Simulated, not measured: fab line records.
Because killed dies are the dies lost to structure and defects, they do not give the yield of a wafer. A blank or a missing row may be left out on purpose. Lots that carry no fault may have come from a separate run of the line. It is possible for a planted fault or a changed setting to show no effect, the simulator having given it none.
Split-lot trial + flow n5_finfet + route with 1938 steps; 7 lots, 39 wafers read

== THE SPLIT ==
At N5_FIN_CUT_CUT_ETCH_26 (etches SiNx in CH3F/O2, target depth 39 nm, time 55.7 s), the setting time_s was moved away from the recipe's 55.7 s on 12 of the 39 wafers read, by -25.1% to +38.4%. All remaining wafers had this setting at the recipe value.

== FROM THE SPLIT TO THE READING: what the file shows between them, 2 steps ==
- N5_FIN_CUT_CUT_ETCH_27: etches SiO2 in CHF3/O2, target depth 4 nm, overetch 2 nm, time 4.9 s
- N5_FIN_CUT_PRECLEAN_35: cleans in vHF, time 13.3 s

== THE READING ==
SOC_of_FIN_CUT_COAT_18.thk_nm (the simulator's own value, which no gauge read), in nm, at N5_FIN_CUT_CUT_ETCH_15 (etches Si in HBr/Cl2/O2, target depth 100 nm, bt time 10 s, time 42.4 s). The file gives no usual value for it. Here, 27 wafers ran the recipe; their average is 170.4 nm with a standard deviation of 1.1 nm.

| wafer  | tool, chamber at the split | time_s as run, s | against the recipe | SOC_of_FIN_CUT_COAT_18.thk_nm, nm | against lot-mates on the recipe |
|--------|----------------------------|------------------|--------------------|-----------------------------------|---------------------------------|
| L074.1 | rie_diel-01, 3             | 55.7             | recipe             | 172.2                             | -                               |
| L074.2 | rie_diel-01, 0             | 55.7             | recipe             | 172.2                             | -                               |
| L074.3 | rie_diel-01, 1             | 41.72            | -25.1%             | 174.8                             | +2.8                            |
| L074.4 | rie_diel-01, 2             | 55.7             | recipe             | 171.6                             | -                               |
| L074.5 | rie_diel-01, 2             | 41.72            | -25.1%             | 175.4                             | +3.4                            |
| L074.6 | rie_diel-01, 1             | 41.72            | -25.1%             | 176                               | +4.0                            |
| L080.1 | rie_diel-01, 2             | 77.08            | +38.4%             | 164.4                             | -6.9                            |
| L080.2 | rie_diel-01, 0             | 77.08            | +38.4%             | 164.4                             | -6.9                            |
| L080.3 | rie_diel-01, 3             | 77.08            | +38.4%             | 165.4                             | -5.9                            |
| L080.4 | rie_diel-01, 1             | 55.7             | recipe             | 170.8                             | -                               |
| L080.5 | rie_diel-01, 1             | 55.7             | recipe             | 172.8                             | -                               |
| L080.6 | rie_diel-01, 2             | 55.7             | recipe             | 170.2                             | -                               |
| L086.2 | rie_diel-05, 1             | 55.7             | recipe             | 171.2                             | -                               |
| L086.3 | rie_diel-05, 2             | 55.7             | recipe             | 169                               | -                               |
| L086.6 | rie_diel-05, 2             | 55.7             | recipe             | 171.8                             | -                               |
| L090.1 | rie_diel-04, 1             | 55.7             | recipe             | 169.6                             | -                               |
| L090.2 | rie_diel-04, 2             | 55.7             | recipe             | 169.6                             | -                               |
| L090.5 | rie_diel-04, 3             | 55.7             | recipe             | 169.6                             | -                               |
| L090.3 | rie_diel-04, 0             | 55.7             | recipe             | 169.4                             | -                               |
| L090.4 | rie_diel-04, 3             | 55.7             | recipe             | 169.8                             | -                               |
| L090.6 | rie_diel-04, 2             | 55.7             | recipe             | 169.8                             | -                               |
| L093.1 | rie_diel-01, 0             | 55.7             | recipe             | 169.4                             | -                               |
| L093.2 | rie_diel-01, 1             | 55.7             | recipe             | 169.2                             | -                               |
| L093.3 | rie_diel-01, 2             | 55.7             | recipe             | 169                               | -                               |
| L093.4 | rie_diel-01, 2             | 68.87            | +23.6%             | 165.6                             | -3.6                            |
| L093.5 | rie_diel-01, 1             | 68.87            | +23.6%             | 165.8                             | -3.4                            |
| L093.6 | rie_diel-01, 0             | 68.87            | +23.6%             | 165.4                             | -3.8                            |
| L095.1 | rie_diel-01, 1             | 55.7             | recipe             | 170.8                             | -                               |
| L095.2 | rie_diel-01, 3             | 55.7             | recipe             | 170.4                             | -                               |
| L095.3 | rie_diel-01, 0             | 55.7             | recipe             | 171.6                             | -                               |
| L095.4 | rie_diel-01, 2             | 55.7             | recipe             | 170.6                             | -                               |
| L095.5 | rie_diel-01, 3             | 55.7             | recipe             | 170.2                             | -                               |
| L095.6 | rie_diel-01, 2             | 55.7             | recipe             | 171.2                             | -                               |
| L097.1 | rie_diel-04, 1             | 55.7             | recipe             | 169.4                             | -                               |
| L097.4 | rie_diel-04, 2             | 55.7             | recipe             | 169.4                             | -                               |
| L097.2 | rie_diel-04, 3             | 75.46            | +35.5%             | 162                               | -7.5                            |
| L097.3 | rie_diel-04, 0             | 75.46            | +35.5%             | 162.8                             | -6.7                            |
| L097.5 | rie_diel-04, 1             | 75.46            | +35.5%             | 162.6                             | -6.9                            |
| L097.6 | rie_diel-04, 0             | 55.7             | recipe             | 169.6                             | -                               |

THE FIT
A straight line over all 39 wafers: SOC_of_FIN_CUT_COAT_18.thk_nm changes by -0.188 nm for each +1% of time_s; r = -0.94; the points scatter about the line by 1.1 nm.
The same after taking each lot's own level away (the mean of its wafers on the recipe; 39 wafers): -0.169 nm for each +1%; r = -0.97; scatter 0.67 nm.
Per that fit: largest time_s move, reading shift of 6.5 nm.
From 169.20 to 172.00 nm: that is the span of the lots' own levels, equal to 2.6 times the standard deviation above.
So the lot-to-lot level changes the slope: the two fits differ.
Check: -6.55 nm against its lot-mates is what the line predicts for one of the wafers moved furthest among these (+38.4%) when that wafer is left out of the fit. Against them it came out at -6.87 nm.

== THE WHOLE CHAIN: every reading that the file lists as answering this split, in the file's order ==
| step                   | what it does                                                            | reading                                                                        | change (the file's fit)               | r (the file's) |
|------------------------|-------------------------------------------------------------------------|--------------------------------------------------------------------------------|---------------------------------------|----------------|
| N5_FIN_CUT_CUT_ETCH_26 | etches SiNx in CH3F/O2, target depth 39 nm, time 55.7 s                 | etch.depth_nm (the simulator's own value, which no gauge read)                 | +0.374 nm for each +1% of the setting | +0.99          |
| N5_FIN_CUT_CUT_ETCH_26 | etches SiNx in CH3F/O2, target depth 39 nm, time 55.7 s                 | SOC_of_FIN_CUT_COAT_18.thk_nm (the simulator's own value, which no gauge read) | -0.177 nm for each +1% of the setting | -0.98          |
| N5_FIN_CUT_CUT_ETCH_15 | etches Si in HBr/Cl2/O2, target depth 100 nm, bt time 10 s, time 42.4 s | SOC_of_FIN_CUT_COAT_18.thk_nm (the simulator's own value, which no gauge read) | -0.171 nm for each +1% of the setting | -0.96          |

== FILE'S OWN FIT ==
SOC_of_FIN_CUT_COAT_18.thk_nm changes by -0.171 nm for each +1% of time_s, r = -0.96.
